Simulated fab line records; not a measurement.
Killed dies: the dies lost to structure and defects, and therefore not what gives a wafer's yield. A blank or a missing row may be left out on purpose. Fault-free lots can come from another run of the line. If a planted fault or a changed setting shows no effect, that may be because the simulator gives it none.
fab line records    flow nand-harc
[record] lots = 11  wafers = 33  last-day = 34
route steps=1302 shown P_CONTACT@234 P_M0@253 END@1302
lots with no fault: from the same line, run without faults
start-h: the number of hours between the record's first day and the start of the first shown wafer of the lot    wait-h: hours elapsed since this lot's preceding step    " as in the row above    L1.1+2: one row covering several wafers at once    - either no value or no given start    * or withheld: withheld    < > ~ a bound
route shown NAME@n: a module of which the file shows steps, and the number in the route of the first    usual: mean/standard deviation of fault-free wafers    same: alike in all rows    chamber/n: place in a boat    sites: per-site readings    _std_site: standard deviation of those values    _edge_site: the outer-site mean with the inner-site mean subtracted    radius-mm: for every site, how far away it sits from the centre of the wafer    mask NAME#n: copy n    behind: the tool/chamber that last shaped the wafer    hold: why the lot was held/for how many hours/how that ended    device: names the non-switching transistor (n, p or np)    end of line: tests of these same wafers at the route's end    a step given without rows: its recipe and nothing more    killed: not the wafer's yield, but the dies lost to structure and defects at the first sort    map: dies across one wafer; x = killed, . = not, _ = none there
set.NAME: setting as actually run; set.NAME@STEP: the setting as run at that earlier step    model.NAME: the simulator's own value behind a step, which no gauge read
steps of the route over a sample of lots; a table a step, a row a wafer
services: when a tool's chamber went out of use (start-h, in hours from the record's first day, below 0 if earlier), for how many hours, and the reason
[[steps]]
[step NHARC_P_CONTACT_INSPECT_14]
[usual] raw-defect-count = 4.0/2.4
lot.wafer  tool               chamber  start-h  wait-h  raw-defect-count
L634.3     defect-inspect-01  -        131.04   0.0     6
L634.4     "                  -        "        "       5
L634.5     "                  -        "        "       7
L635.2     defect-inspect-01  -        131.70   0.0     6
L635.3     "                  -        "        "       3
L635.5     "                  -        "        "       5
L638.1     defect-inspect-01  -        157.27   0.0     4
L638.2     "                  -        "        "       3
L638.4     "                  -        "        "       4
L642.1     defect-inspect-02  -        203.71   0.0     3
L642.5     "                  -        "        "       2
L642.6     "                  -        "        "       2
L644.1     defect-inspect-01  -        208.76   0.0     2
L644.3     "                  -        "        "       4
L644.5     "                  -        "        "       4
L651.1     defect-inspect-01  -        284.40   0.0     3
L651.2     "                  -        "        "       5
L651.3     "                  -        "        "       11
L652.3     defect-inspect-02  -        296.69   0.0     5
L652.4     "                  -        "        "       3
L652.6     "                  -        "        "       5
L653.2     defect-inspect-02  -        302.65   0.0     2
L653.4     "                  -        "        "       1
L653.5     "                  -        "        "       1
L655.3     defect-inspect-01  -        329.92   0.0     4
L655.4     "                  -        "        "       1
L655.6     "                  -        "        "       7
L656.1     defect-inspect-02  -        335.20   0.0     4
L656.3     "                  -        "        "       2
L656.6     "                  -        "        "       3
L657.1     defect-inspect-02  -        343.59   0.0     2
L657.2     "                  -        "        "       2
L657.5     "                  -        "        "       7
[step NHARC_P_CONTACT_DESCUM_17]
[recipe] time-s = 3  o2-flow-sccm = 200  ar-flow-sccm = 0  bias-power-w = 0  chemistry = O2
[usual] drypump-motor-current-A = 5.7/0.48  mfc-ar-sccm = 0.019/0.014  oes-product-au = 1.001/0.01  rf-vpp-V = 58.0/0.93  showerhead-plenum-p-Torr = 1.95/0.079  throttle-valve-pct = 11.312/0.0095
lot.wafer  tool         chamber  start-h  wait-h  drypump-motor-current-A  mfc-ar-sccm  oes-product-au  rf-hours-counter-h  rf-vpp-V  showerhead-plenum-p-Torr  throttle-valve-pct
L634.4     rie-diel-13  2        131.10   0.1     4.9                      0.005        0.992           5.7                 57.8      2.04                      11.326
L634.3     "            0        "        "       6.3                      0.006        1.004           6.1                 57.7      2.02                      11.324
L634.5     "            3        "        "       5.7                      0.005        1.014           -                   59.1      1.78                      11.306
L635.2     rie-diel-09  1        131.77   0.1     6.3                      0.012        1.008           3.8                 57.8      1.93                      11.300
L635.3     "            3        "        "       6.1                      0.039        1.005           4.0                 57.9      1.96                      11.323
L635.5     "            0        "        "       6.1                      0.032        0.999           -                   59.3      2.06                      11.309
L638.2     rie-diel-02  3        157.33   0.1     5.8                      0.020        1.007           2.2                 57.9      1.89                      11.303
L638.4     "            0        "        "       5.5                      0            0.999           2.1                 59.7      1.94                      11.312
L638.1     "            1        "        "       5.3                      0            1.012           2.2                 57.1      2.05                      11.312
L642.1     rie-diel-09  3        203.79   0.1     6.1                      0.039        1.005           0.8                 58.9      1.96                      11.300
L642.5     "            0        "        "       6.1                      0.032        0.989           -                   57.7      2.06                      11.304
L642.6     "            1        "        "       6.2                      0.012        0.980           -                   57.4      1.93                      11.313
L644.3     rie-diel-02  1        208.83   0.1     5.3                      0            1.011           3.9                 57.4      2.05                      11.313
L644.1     "            2        "        "       5.6                      0.003        1.013           4.1                 57.0      2.00                      11.314
L644.5     "            2        "        "       5.6                      0.003        1.013           -                   58.1      2.00                      11.320
L651.2     rie-diel-09  2        284.46   0.1     5.1                      0.027        1.003           3.7                 58.6      1.85                      11.308
L651.1     "            0        "        "       6.1                      0.032        1.002           3.9                 58.2      2.06                      11.319
L651.3     "            1        "        "       6.3                      0.012        0.989           4.2                 59.3      1.93                      11.308
L652.3     rie-diel-09  2        296.76   0.1     5.1                      0.027        1.008           4.1                 57.9      1.85                      11.297
L652.6     "            1        "        "       6.3                      0.012        0.981           -                   59.0      1.93                      11.314
L652.4     "            3        "        "       6.1                      0.039        1.003           -                   57.4      1.96                      11.320
L653.4     rie-diel-09  3        302.73   0.1     6.1                      0.039        1.014           4.8                 58.8      1.96                      11.307
L653.2     "            0        "        "       6.1                      0.032        1.011           4.7                 58.0      2.06                      11.326
L653.5     "            1        "        "       6.3                      0.012        0.997           -                   58.0      1.93                      11.317
L655.4     rie-diel-09  3        329.98   0.1     6.1                      0.039        0.987           0                   58.7      1.96                      11.314
L655.3     "            1        "        "       6.3                      0.012        0.996           0                   59.5      1.92                      11.314
L655.6     "            0        "        "       6.1                      0.032        1.001           -                   58.0      2.06                      11.331
L656.1     rie-diel-09  3        335.27   0.1     6.1                      0.039        0.992           0.4                 58.4      1.96                      11.323
L656.3     "            1        "        "       6.3                      0.012        1.004           0.4                 59.1      1.92                      11.313
L656.6     "            3        "        "       6.1                      0.039        0.988           -                   57.3      1.96                      11.324
L657.1     rie-diel-09  1        343.66   0.1     6.2                      0.012        0.996           0.8                 56.3      1.92                      11.316
L657.2     "            2        "        "       5.1                      0.027        0.998           0.9                 58.2      1.85                      11.321
L657.5     "            0        "        "       6.1                      0.032        0.993           -                   59.2      2.06                      11.290
[step NHARC_P_CONTACT_ETCH_36]
[recipe] target-depth-a = 2600  over-etch-frac = 0.25  time-s = 406.25  ion-energy-ev = 200  n2-flow-sccm = 150  h2-flow-sccm = 150  ar-flow-sccm = 0  rf-w = 400  bias-w = 150  chemistry = N2/H2
[usual] drypump-motor-current-A = 5.8/0.48  mfc-ar-sccm = 0.019/0.014  oes-product-au = 1.001/0.0093  rf-vpp-V = 431.7/2.5  showerhead-plenum-p-Torr = 2.08/0.085  throttle-valve-pct = 14.170/0.0085
lot.wafer  tool         chamber  start-h  wait-h  drypump-motor-current-A  mfc-ar-sccm  oes-product-au  rf-hours-counter-h  rf-vpp-V  showerhead-plenum-p-Torr  throttle-valve-pct
L634.4     rie-diel-13  3        -        -       5.7                      0.005        1.014           5.6                 425.3     1.89                      14.160
L634.3     "            0        "        "       6.3                      0.006        1.012           6.1                 434.3     2.16                      14.183
L634.5     "            3        "        "       5.7                      0.005        1.024           -                   426.3     1.89                      14.166
L635.3     rie-diel-09  0        -        -       6.1                      0.032        0.994           4.3                 433.3     2.20                      14.174
L635.2     "            3        "        "       6.1                      0.039        0.998           4.1                 431.8     2.09                      14.177
L635.5     "            0        "        "       6.1                      0.032        1.001           -                   434.8     2.20                      14.179
L638.4     rie-diel-02  0        -        -       5.5                      0            0.990           2.2                 431.5     2.07                      14.182
L638.1     "            1        "        "       5.3                      0            1.005           2.3                 433.9     2.19                      14.166
L638.2     "            2        "        "       5.6                      0.003        1.003           2.3                 432.1     2.13                      14.165
L642.1     rie-diel-09  3        -        -       6.1                      0.039        1.001           0.9                 431.7     2.09                      14.176
L642.5     "            2        "        "       5.1                      0.027        0.997           -                   427.3     1.97                      14.170
L642.6     "            3        "        "       6.1                      0.039        0.999           -                   431.6     2.09                      14.170
L644.1     rie-diel-02  2        -        -       5.6                      0.003        0.997           4.1                 433.0     2.13                      14.171
L644.3     "            0        "        "       5.5                      0            1.000           3.9                 432.3     2.07                      14.172
L644.5     "            2        "        "       5.6                      0.003        1.014           -                   433.6     2.13                      14.178
L651.2     rie-diel-09  0        -        -       6.1                      0.032        1.003           4.0                 435.5     2.20                      14.166
L651.3     "            1        "        "       6.2                      0.012        0.990           4.3                 431.8     2.05                      14.162
L651.1     "            3        "        "       6.1                      0.039        1.003           3.8                 432.5     2.09                      14.165
L652.3     rie-diel-09  2        -        -       5.1                      0.027        1.010           4.2                 429.6     1.97                      14.175
L652.4     "            3        "        "       6.1                      0.039        1.004           -                   431.1     2.09                      14.171
L652.6     "            2        "        "       5.1                      0.027        1.011           -                   428.9     1.97                      14.171
L653.4     rie-diel-09  3        -        -       6.1                      0.039        1.004           4.9                 432.8     2.09                      14.168
L653.2     "            0        "        "       6.1                      0.032        1.012           4.8                 434.4     2.20                      14.168
L653.5     "            2        "        "       5.1                      0.027        1.000           -                   427.9     1.97                      14.178
L655.3     rie-diel-09  1        -        -       6.3                      0.012        0.996           0.1                 431.2     2.05                      14.166
L655.4     "            2        "        "       5.1                      0.027        1.008           0.1                 428.2     1.97                      14.162
L655.6     "            0        "        "       6.1                      0.032        1.007           -                   433.8     2.20                      14.166
L656.1     rie-diel-09  3        -        -       6.1                      0.039        0.977           0.5                 432.7     2.09                      14.163
L656.3     "            1        "        "       6.3                      0.012        1.002           0.4                 431.0     2.05                      14.168
L656.6     "            2        "        "       5.1                      0.027        1.001           -                   428.5     1.97                      14.160
L657.2     rie-diel-09  1        -        -       6.4                      0.012        1.001           0.8                 430.9     2.05                      14.169
L657.1     "            2        "        "       5.1                      0.027        0.998           1.0                 429.1     1.97                      14.169
L657.5     "            2        "        "       5.1                      0.027        0.990           -                   430.1     1.97                      14.167
[step NHARC_P_M0_DEP_00]
[recipe] target-thk-a = 1500  target-thk-nm = 150  temp-c = withheld  pressure-torr = 5  flow-sccm = 200  rf-w = 600  material = SiOC
[usual] rf-fwd-power-W = 598.5/1.7
lot.wafer  tool      chamber  start-h  wait-h  rf-fwd-power-W  since-wet-clean-h
L634.3     pecvd-03  0        134.35   0.2     599.0           117
L634.4     "         1        "        "       599.8           -
L634.5     "         2        "        "       599.5           -
L635.2     pecvd-03  1        135.13   0.3     597.7           118
L635.3     "         2        "        "       599.7           118
L635.5     "         1        "        "       597.0           -
L638.1     pecvd-01  1        160.48   0.1     596.7           17
L638.2     "         0        "        "       598.1           17
L638.4     "         0        "        "       596.5           -
L642.1     pecvd-03  1        207.02   0.1     506.0           9
L642.6     "         0        "        "       597.5           -
L642.5     "         1        "        "       507.0           -
L644.3     pecvd-03  2        211.97   0.1     597.8           14
L644.1     "         0        "        "       597.6           14
L644.5     "         1        "        "       505.1           -
L651.2     pecvd-03  1        287.59   0.1     600.5           90
L651.3     "         2        "        "       598.9           90
L651.1     "         0        "        "       596.5           90
L652.3     pecvd-03  1        300.02   0.1     597.8           102
L652.4     "         2        "        "       601.9           -
L652.6     "         0        "        "       598.9           -
L653.2     pecvd-02  1        305.99   0.2     600.5           66
L653.5     "         2        "        "       599.9           -
L653.4     "         0        "        "       596.0           -
L655.3     pecvd-02  2        333.20   0.2     597.8           93
L655.6     "         0        "        "       598.7           -
L655.4     "         2        "        "       596.3           -
L656.3     pecvd-03  1        338.51   0.1     599.8           140
L656.1     "         0        "        "       599.3           141
L656.6     "         0        "        "       601.5           -
L657.2     pecvd-01  1        346.81   0.1     597.5           23
L657.1     "         2        "        "       598.4           23
L657.5     "         0        "        "       601.1           -
[step NHARC_END_SORT_01]
[recipe] temp-c = 25
[usual] defect-limited-yield = 93.3/1.5  killed-at-array = 41/10  killed-at-other = 0.8/0.91  killed-at-periphery = 4.2/2.9  killed-dies = 46/10  killed-open = 3.5/2.1  killed-short = 2.5/1.6  sort_bin_2_pct = 2.4/0.71  sort_bin_3_pct = 0.6/0.33  sort_bin_4_pct = 3.8/0.93  sort-n-pass = 631/10  sort-rim-yield-pct = 86/4.5  sort-yield-pct = 93.3/1.5
[same] gross-dies = 677  sort_bin_5_pct[%] = 0  sort_bin_6_pct[%] = 0  sort_bin_7_pct[%] = 0  sort_bin_8_pct[%] = 0  sort-rim-n-gross = 106.00
lot.wafer  tool       chamber  start-h  wait-h  defect-limited-yield[%]  killed-at-array  killed-at-other  killed-at-periphery  killed-dies  killed-open  killed-short  sort_bin_2_pct[%]  sort_bin_3_pct[%]  sort_bin_4_pct[%]  sort-n-pass  sort-rim-yield-pct[%]  sort-yield-pct[%]
L635.2     prober-01  0        578.68   2.8     93.2                     43               0                3                    46           3            1             1.9                0.7                4.1                631          88                     93.2
L635.3     prober-01  0        579.49   3.1     93.5                     42               1                1                    44           2            2             1.9                0.4                4.1                633          89                     93.5
L635.5     prober-01  0        581.11   3.7     92.9                     42               2                4                    48           0            4             2.8                0.3                4.0                629          86                     92.9
L634.3     prober-01  0        587.34   3.1     91.6                     51               2                4                    57           3            2             3.4                1.0                4.0                620          82                     91.6
L634.4     prober-01  0        588.15   3.4     94.1                     35               1                4                    40           4            6             2.1                0.7                3.1                637          89                     94.1
L634.5     prober-01  0        588.96   3.7     93.5                     39               0                5                    44           3            2             3.2                0.4                2.8                633          86                     93.5
L638.1     prober-02  0        593.36   2.5     93.9                     32               0                9                    41           4            2             2.2                0.1                3.7                636          87                     93.9
L638.2     prober-02  0        594.16   2.8     93.5                     34               1                9                    44           3            1             2.4                0.1                4.0                633          87                     93.5
L638.4     prober-02  0        595.76   3.4     93.8                     34               0                8                    42           2            4             1.9                0.1                4.1                635          88                     93.8
L642.1     prober-01  0        648.90   2.5     94.2                     36               1                2                    39           4            4             2.1                0.9                2.8                638          92                     94.2
L642.5     prober-01  0        652.09   3.7     93.9                     35               2                4                    41           3            4             1.8                0.6                3.7                636          88                     93.9
L642.6     prober-01  0        652.89   4.0     93.4                     42               2                1                    45           4            2             2.5                0.4                3.7                632          88                     93.4
L644.1     prober-02  0        648.99   2.5     95.4                     22               2                7                    31           3            4             1.6                0.6                2.4                646          89                     95.4
L644.3     prober-02  0        650.60   3.1     95.0                     24               1                9                    34           3            5             1.3                0.3                3.4                643          87                     95.0
L644.5     prober-02  0        652.21   3.7     95.3                     20               0                12                   32           4            2             1.8                0.1                2.8                645          90                     95.3
L651.1     prober-01  0        720.53   2.6     93.5                     34               2                8                    44           3            2             1.6                0.6                4.3                633          92                     93.5
L651.2     prober-01  0        721.32   2.8     93.4                     37               1                7                    45           3            1             2.4                0.3                4.0                632          93                     93.4
L651.3     prober-01  0        722.12   3.1     94.2                     31               2                6                    39           1            2             2.4                0.4                3.0                638          89                     94.2
L652.3     prober-01  0        729.96   3.1     91.0                     52               1                8                    61           5            3             2.8                0.6                5.6                616          81                     91.0
L652.4     prober-01  0        730.76   3.4     90.8                     55               1                6                    62           1            5             3.4                0.9                4.9                615          76                     90.8
L652.6     prober-01  0        732.36   4.0     92.8                     47               0                2                    49           4            1             2.8                0.7                3.7                628          80                     92.8
L653.2     prober-01  0        740.38   2.8     92.8                     49               0                0                    49           4            0             3.4                0.3                3.5                628          82                     92.8
L653.4     prober-01  0        741.98   3.4     93.4                     42               2                1                    45           5            3             3.0                0.6                3.1                632          88                     93.4
L653.5     prober-01  0        742.78   3.7     91.3                     55               1                3                    59           3            3             3.7                1.2                3.8                618          80                     91.3
L657.1     prober-02  0        792.30   2.5     93.6                     41               0                2                    43           2            0             2.1                0.4                3.8                634          82                     93.6
L657.2     prober-02  0        793.09   2.8     93.4                     41               0                4                    45           2            2             2.8                0.6                3.2                632          85                     93.4
L657.5     prober-02  0        795.45   3.6     94.2                     33               1                5                    39           8            1             1.5                0.4                3.8                638          87                     94.2
L656.1     prober-02  0        803.08   2.5     92.9                     41               0                7                    48           2            4             2.4                1.3                3.4                629          88                     92.9
L656.3     prober-02  0        804.68   3.1     92.0                     49               1                4                    54           2            4             3.0                0.7                4.3                623          89                     92.0
L656.6     prober-02  0        807.08   4.0     90.5                     56               2                6                    64           3            6             4.0                1.0                4.4                613          83                     90.5
L655.3     prober-01  0        804.68   3.1     93.4                     37               1                7                    45           2            1             2.5                0.4                3.7                632          91                     93.4
L655.4     prober-01  0        805.47   3.4     92.8                     38               2                9                    49           2            3             2.7                0.4                4.1                628          90                     92.8
L655.6     prober-01  0        807.06   4.0     92.5                     40               1                10                   51           2            2             2.8                0.4                4.3                626          86                     92.5
// killed by level:class
L635.2 A_CHANNEL_HOLE_D2:chamber-film-flake=20 A_CONTACT:chamber-film-flake=6 A_M1:geometric-particle:open=3 A_CHANNEL_HOLE_D1:chamber-film-flake=3 A_DECK1_JOINT:chamber-film-flake=3 A_ZERO_WELL:chamber-film-flake=2 A_STAIRCASE:chamber-film-flake=2 A_BONDPAD:chamber-film-flake=2
L635.3 A_CHANNEL_HOLE_D2:chamber-film-flake=22 A_ZERO_WELL:chamber-film-flake=3 A_CHANNEL_HOLE_D1:chamber-film-flake=3 A_CHANNEL_FILL_D2:chamber-film-flake=3 A_BONDPAD:chamber-film-flake=3 A_M1:chamber-film-flake=2 A_ONON_D2:geometric-particle:open=1 A_CHANNEL_FILL_D2:geometric-particle:short=1
L635.5 A_CHANNEL_HOLE_D2:chamber-film-flake=22 A_CONTACT:chamber-film-flake=7 A_ZERO_WELL:chamber-film-flake=4 A_STAIRCASE:chamber-film-flake=3 P_ZERO_WELL:chamber-film-flake=2 A_SOURCE_PLATE:geometric-particle:short=1 A_CHANNEL_FILL_D1:geometric-particle:short=1 A_WL_FILL:geometric-particle:short=1
L634.3 A_CHANNEL_HOLE_D2:chamber-film-flake=18 A_CHANNEL_HOLE_D1:chamber-film-flake=13 A_STAIRCASE:chamber-film-flake=8 A_CONTACT:chamber-film-flake=5 A_BLC:geometric-particle:open=2 P_GATE:chamber-film-flake=2 THIN_TSV:chamber-film-flake=2 A_CHANNEL_HOLE_D1:geometric-particle:short=1
L634.4 A_CHANNEL_HOLE_D2:chamber-film-flake=11 A_CHANNEL_HOLE_D1:chamber-film-flake=6 A_STAIRCASE:chamber-film-flake=5 A_CONTACT:chamber-film-flake=3 A_ONON_D1:geometric-particle:open=2 A_ONON_D1:geometric-particle:short=2 A_WL_FILL:chamber-film-flake=2 P_GATE:geometric-particle:open=1
L634.5 A_CHANNEL_HOLE_D1:chamber-film-flake=16 A_CHANNEL_HOLE_D2:chamber-film-flake=9 A_STAIRCASE:chamber-film-flake=6 A_CONTACT:chamber-film-flake=4 A_WL_FILL:geometric-particle:open=2 P_CONTACT:geometric-particle:open=1 P_M0:geometric-particle:short=1 A_CHANNEL_FILL_D2:geometric-particle:short=1
L638.1 A_CHANNEL_HOLE_D2:chamber-film-flake=19 P_ZERO_WELL:chamber-film-flake=4 P_BONDPAD:chamber-film-flake=3 A_STAIRCASE:chamber-film-flake=3 A_DECK1_JOINT:chamber-film-flake=2 A_CONTACT:chamber-film-flake=2 P_GATE:geometric-particle:open=1 P_M0:geometric-particle:open=1
L638.2 A_CHANNEL_HOLE_D2:chamber-film-flake=12 A_STAIRCASE:chamber-film-flake=7 A_CONTACT:chamber-film-flake=4 P_ZERO_WELL:chamber-film-flake=3 P_BONDPAD:chamber-film-flake=3 A_CHANNEL_HOLE_D1:chamber-film-flake=3 P_M0:geometric-particle:open=2 A_DECK1_JOINT:chamber-film-flake=2
L638.4 A_CHANNEL_HOLE_D2:chamber-film-flake=18 P_BONDPAD:chamber-film-flake=6 A_DECK1_JOINT:chamber-film-flake=3 A_STAIRCASE:chamber-film-flake=3 A_ONON_D2:geometric-particle:short=2 A_CONTACT:chamber-film-flake=2 P_ZERO_WELL:chamber-film-flake=2 A_ONON_D2:geometric-particle:open=1
L642.1 A_SLIT:chamber-film-flake=14 A_CHANNEL_HOLE_D1:chamber-film-flake=5 A_CHANNEL_HOLE_D2:chamber-film-flake=3 A_CONTACT:chamber-film-flake=3 P_M0:geometric-particle:short=2 A_M0:geometric-particle:open=2 A_ZERO_WELL:chamber-film-flake=2 A_DECK1_JOINT:chamber-film-flake=2
L644.1 A_CHANNEL_HOLE_D2:chamber-film-flake=7 P_M0:chamber-film-flake=4 A_CHANNEL_HOLE_D1:chamber-film-flake=4 A_CHANNEL_FILL_D1:geometric-particle:short=2 A_SLIT:chamber-film-flake=2 P_M1:geometric-particle:short=1 A_CHANNEL_FILL_D1:geometric-particle:open=1 A_CHANNEL_HOLE_D2:geometric-particle:open=1
L644.3 A_CHANNEL_HOLE_D2:chamber-film-flake=8 A_CONTACT:chamber-film-flake=4 P_BONDPAD:chamber-film-flake=3 A_CHANNEL_HOLE_D1:chamber-film-flake=3 A_M0:geometric-particle:short=2 P_GATE:chamber-film-flake=2 P_M0:chamber-film-flake=2 P_M0:geometric-particle:open=1
L642.5 A_SLIT:chamber-film-flake=13 A_CHANNEL_HOLE_D2:chamber-film-flake=9 A_WL_FILL:chamber-film-flake=2 A_CONTACT:chamber-film-flake=2 P_GATE:geometric-particle:open=1 A_SOURCE_PLATE:geometric-particle:short=1 A_ONON_D1:geometric-particle:short=1 A_DECK1_JOINT:geometric-particle:short=1
L644.5 A_CHANNEL_HOLE_D2:chamber-film-flake=12 P_M0:chamber-film-flake=5 P_BONDPAD:chamber-film-flake=4 P_STI:geometric-particle:open=1 P_CONTACT:geometric-particle:open=1 A_SOURCE_PLATE:geometric-particle:short=1 A_ONON_D1:geometric-particle:short=1 A_DECK1_JOINT:geometric-particle:open=1
L642.6 A_SLIT:chamber-film-flake=14 A_CHANNEL_HOLE_D2:chamber-film-flake=5 A_CHANNEL_HOLE_D1:chamber-film-flake=4 A_CONTACT:chamber-film-flake=4 A_BLC:chamber-film-flake=3 A_CONTACT:geometric-particle:open=2 A_CHANNEL_FILL_D1:chamber-film-flake=2 A_STAIRCASE:chamber-film-flake=2
L651.1 A_SLIT:chamber-film-flake=14 P_M1:chamber-film-flake=5 A_CHANNEL_HOLE_D1:chamber-film-flake=3 A_STAIRCASE:chamber-film-flake=3 A_BONDPAD:chamber-film-flake=3 A_CHANNEL_HOLE_D1:geometric-particle:short=2 A_WL_FILL:geometric-particle:open=2 A_CHANNEL_HOLE_D2:chamber-film-flake=2
L651.2 A_SLIT:chamber-film-flake=11 A_CHANNEL_HOLE_D1:chamber-film-flake=7 A_CONTACT:chamber-film-flake=7 A_STAIRCASE:chamber-film-flake=5 P_M1:chamber-film-flake=4 A_CONTACT:geometric-particle:open=2 P_GATE:chamber-film-flake=2 A_M0:chamber-film-flake=2
L651.3 A_SLIT:chamber-film-flake=9 A_STAIRCASE:chamber-film-flake=6 A_CHANNEL_HOLE_D1:chamber-film-flake=5 A_CONTACT:chamber-film-flake=3 P_GATE:chamber-film-flake=3 A_CHANNEL_HOLE_D2:chamber-film-flake=2 A_M0:chamber-film-flake=2 THIN_TSV:chamber-film-flake=2
L652.3 A_CHANNEL_HOLE_D1:chamber-film-flake=19 A_SLIT:chamber-film-flake=12 A_STAIRCASE:chamber-film-flake=7 A_CHANNEL_HOLE_D2:chamber-film-flake=5 A_CONTACT:chamber-film-flake=4 P_ZERO_WELL:chamber-film-flake=3 P_GATE:geometric-particle:open=2 P_M0:geometric-particle:open=2
L652.4 A_CHANNEL_HOLE_D1:chamber-film-flake=19 A_SLIT:chamber-film-flake=14 A_CHANNEL_HOLE_D2:chamber-film-flake=8 A_CONTACT:chamber-film-flake=5 A_STAIRCASE:chamber-film-flake=4 P_ZERO_WELL:chamber-film-flake=2 P_CONTACT:geometric-particle:short=1 P_BONDPAD:geometric-particle:short=1
L652.6 A_CHANNEL_HOLE_D1:chamber-film-flake=23 A_SLIT:chamber-film-flake=15 A_CHANNEL_HOLE_D2:chamber-film-flake=2 P_CONTACT:geometric-particle:open=1 A_DECK1_JOINT:geometric-particle:open=1 A_ONON_D2:geometric-particle:open=1 A_WL_FILL:geometric-particle:open=1 A_WL_FILL:geometric-particle:short=1
L653.2 A_CHANNEL_HOLE_D2:chamber-film-flake=15 A_SLIT:chamber-film-flake=12 A_CONTACT:chamber-film-flake=6 A_STAIRCASE:chamber-film-flake=4 A_CHANNEL_HOLE_D1:chamber-film-flake=3 A_CHANNEL_FILL_D2:chamber-film-flake=2 A_M1:chamber-film-flake=2 A_WL_FILL:geometric-particle:open=1
L653.4 A_SLIT:chamber-film-flake=13 A_CHANNEL_HOLE_D2:chamber-film-flake=6 A_CHANNEL_HOLE_D1:chamber-film-flake=5 A_STAIRCASE:chamber-film-flake=5 A_ONON_D1:geometric-particle:short=2 A_WL_FILL:chamber-film-flake=2 A_CONTACT:chamber-film-flake=2 THIN_TSV:chamber-film-flake=2
L653.5 A_CHANNEL_HOLE_D2:chamber-film-flake=18 A_SLIT:chamber-film-flake=14 A_CHANNEL_HOLE_D1:chamber-film-flake=5 A_M1:chamber-film-flake=5 A_STAIRCASE:chamber-film-flake=4 A_CHANNEL_FILL_D2:chamber-film-flake=3 A_WL_FILL:chamber-film-flake=2 P_STI:geometric-particle:short=1
L657.1 A_SLIT:chamber-film-flake=15 A_CHANNEL_HOLE_D2:chamber-film-flake=12 A_CONTACT:chamber-film-flake=5 A_STAIRCASE:chamber-film-flake=4 A_WL_FILL:chamber-film-flake=3 P_CONTACT:geometric-particle:open=1 P_M0:geometric-particle:open=1 A_CHANNEL_HOLE_D1:chamber-film-flake=1
L657.2 A_CHANNEL_HOLE_D2:chamber-film-flake=15 A_SLIT:chamber-film-flake=14 A_CONTACT:chamber-film-flake=5 P_CONTACT:chamber-film-flake=2 A_STAIRCASE:chamber-film-flake=2 A_WL_FILL:chamber-film-flake=2 P_CONTACT:geometric-particle:short=1 A_CHANNEL_HOLE_D1:geometric-particle:open=1
L657.5 A_SLIT:chamber-film-flake=11 A_CHANNEL_HOLE_D2:chamber-film-flake=6 A_CONTACT:chamber-film-flake=6 A_STAIRCASE:chamber-film-flake=4 P_GATE:geometric-particle:open=2 A_SGD_CUT:geometric-particle:open=2 P_GATE:chamber-film-flake=1 P_M0:geometric-particle:open=1
L656.1 A_SLIT:chamber-film-flake=12 A_CONTACT:chamber-film-flake=9 A_CHANNEL_HOLE_D2:chamber-film-flake=8 A_SGD_CUT:chamber-film-flake=4 P_STI:chamber-film-flake=2 P_CONTACT:chamber-film-flake=2 P_BONDPAD:chamber-film-flake=2 A_STAIRCASE:chamber-film-flake=2
L655.3 A_SLIT:chamber-film-flake=15 A_CONTACT:chamber-film-flake=11 A_CHANNEL_HOLE_D1:chamber-film-flake=5 P_CONTACT:chamber-film-flake=4 P_ZERO_WELL:chamber-film-flake=2 A_WL_FILL:chamber-film-flake=2 P_CONTACT:geometric-particle:open=1 A_ONON_D1:geometric-particle:open=1
L656.3 A_CONTACT:chamber-film-flake=15 A_SLIT:chamber-film-flake=12 A_CHANNEL_HOLE_D2:chamber-film-flake=9 P_BONDPAD:chamber-film-flake=3 A_SGD_CUT:chamber-film-flake=3 A_CHANNEL_FILL_D2:geometric-particle:short=2 A_CHANNEL_FILL_D1:geometric-particle:open=1 A_CHANNEL_FILL_D1:geometric-particle:short=1
L655.4 A_SLIT:chamber-film-flake=13 A_CONTACT:chamber-film-flake=10 A_CHANNEL_HOLE_D1:chamber-film-flake=6 P_CONTACT:chamber-film-flake=5 P_ZERO_WELL:chamber-film-flake=3 A_WL_FILL:chamber-film-flake=3 THIN_TSV:chamber-film-flake=2 P_M0:geometric-particle:open=1
L655.6 A_SLIT:chamber-film-flake=14 A_CONTACT:chamber-film-flake=12 P_CONTACT:chamber-film-flake=6 A_STAIRCASE:chamber-film-flake=3 A_CHANNEL_HOLE_D1:chamber-film-flake=2 A_WL_FILL:chamber-film-flake=2 A_M1:chamber-film-flake=2 P_M0:geometric-particle:short=1
L656.6 A_CONTACT:chamber-film-flake=18 A_CHANNEL_HOLE_D2:chamber-film-flake=16 A_SLIT:chamber-film-flake=12 THIN_TSV:chamber-film-flake=2 P_CONTACT:geometric-particle:short=2 A_DECK1_JOINT:geometric-particle:short=2 A_CHANNEL_FILL_D2:chamber-film-flake=1 P_M0:geometric-particle:open=1
[[services]]
tool         chamber  start-h  hours  kind
pecvd-01     -        130.15   13.0   pm
rie-diel-09  -        143.10   9.0    pm
pecvd-03     2        152.25   3.7    repair
pecvd-02     0        153.19   15.1   repair
rie-diel-13  -        165.00   9.0    pm
rie-diel-02  0        182.37   3.2    repair
pecvd-03     -        185.14   13.0   pm
rie-diel-02  1        197.21   3.1    repair
pecvd-01     -        205.53   1.5    repair
rie-diel-02  -        216.70   9.0    pm
pecvd-02     -        227.22   13.0   pm
rie-diel-13  3        233.29   6.7    repair
rie-diel-09  2        248.40   6.9    repair
pecvd-03     -        251.32   0.9    repair
rie-diel-02  0        269.01   9.6    repair
rie-diel-09  -        273.24   0.6    repair
rie-diel-09  0        295.79   1.7    repair
pecvd-01     -        311.15   13.0   pm
pecvd-03     0        315.61   6.5    repair
rie-diel-09  -        320.10   9.0    pm
rie-diel-02  2        324.14   17.0   repair
rie-diel-13  3        334.00   19.6   repair
rie-diel-02  0        336.12   15.8   repair
pecvd-02     2        341.10   6.9    repair
[[key]]
[first-sign] step = NHARC_P_M0_DEP_00  reading = rf-fwd-power-W  direction = down  sigmas = 54  usual = *  struck = *
effect none on later readings
met-at NHARC_P_M0_DEP_00
struck-lots L642,L644
struck-wafers L642.1,L642.5,L644.5
not-acting-at NHARC_P_CONTACT_INSPECT_14,NHARC_P_CONTACT_DESCUM_17,NHARC_P_CONTACT_ETCH_36
onset-between 135.13 207.02
[fault] kind = process-parameter-drift  tool = pecvd-03  chamber = 1  onset-h = 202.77  steps = NHARC_P_M0_DEP_00  channel = rf-w  offset = *  shape = step  end-h = 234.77  acts-in = *  stated = *
